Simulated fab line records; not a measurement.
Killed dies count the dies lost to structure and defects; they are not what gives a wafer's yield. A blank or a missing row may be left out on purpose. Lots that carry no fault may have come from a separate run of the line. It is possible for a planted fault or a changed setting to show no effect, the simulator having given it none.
Matching of chambers / flow n5Finfet / N5_BEOL_M12_DEP_53 on pecvd-01 has 3 sister chambers
The step deposits SiCN from 3MS/NH3, target thk 30 nm, time 10.5 s. 3 wafers are shown with their chamber, then 10 later ones without.

== WAFERS PAIRED WITH THEIR CHAMBERS ==
wafer=L087.3; chamber=1; throttleValvePct (%)=18.3
wafer=L087.4; chamber=2; throttleValvePct (%)=16.7
wafer=L087.5; chamber=0; throttleValvePct (%)=19.3

== WAFERS WHOSE CHAMBER IS MISSING ==
wafer=L087.6; throttleValvePct (%)=17.8
wafer=L091.1; throttleValvePct (%)=17.1
wafer=L091.2; throttleValvePct (%)=19.3
wafer=L091.3; throttleValvePct (%)=17.5
wafer=L091.4; throttleValvePct (%)=19.4
wafer=L091.5; throttleValvePct (%)=17.9
wafer=L091.6; throttleValvePct (%)=17.0
wafer=L096.4; throttleValvePct (%)=19.1
wafer=L096.5; throttleValvePct (%)=17.8
wafer=L096.6; throttleValvePct (%)=16.9

== WHICH CHAMBER EACH ONE RAN IN ==
wafer=L087.6; from the rows above=can't be placed: 1 or 2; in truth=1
wafer=L091.1; from the rows above=can't be placed: 2 or 1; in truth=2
wafer=L091.2; from the rows above=0; in truth=0
wafer=L091.3; from the rows above=can't be placed: 1 or 2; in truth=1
wafer=L091.4; from the rows above=0; in truth=0
wafer=L091.5; from the rows above=can't be placed: 1 or 2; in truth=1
wafer=L091.6; from the rows above=2; in truth=2
wafer=L096.4; from the rows above=can't be placed: 0 or 1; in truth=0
wafer=L096.5; from the rows above=can't be placed: 1 or 2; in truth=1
wafer=L096.6; from the rows above=2; in truth=2
Placed correctly: 4 of 10. From these rows, 6 cannot be placed; in 6 the true chamber is one of the candidates. Number placed wrongly: 0.
How it was worked out, from the rows above alone: a wafer's distance from a chamber is the root of the sum, over the readings, of the square of ((its reading less the chamber's mean) divided by the reading's scatter). If the next closest chamber is less than 2 further off than the closest, the wafer can't be placed; otherwise it belongs to the closest. A chamber's mean is the mean of its shown wafers. The scatter (one wafer shown for each chamber): square how far every hidden wafer sits from the nearest shown wafer, average those squares and take the square root.
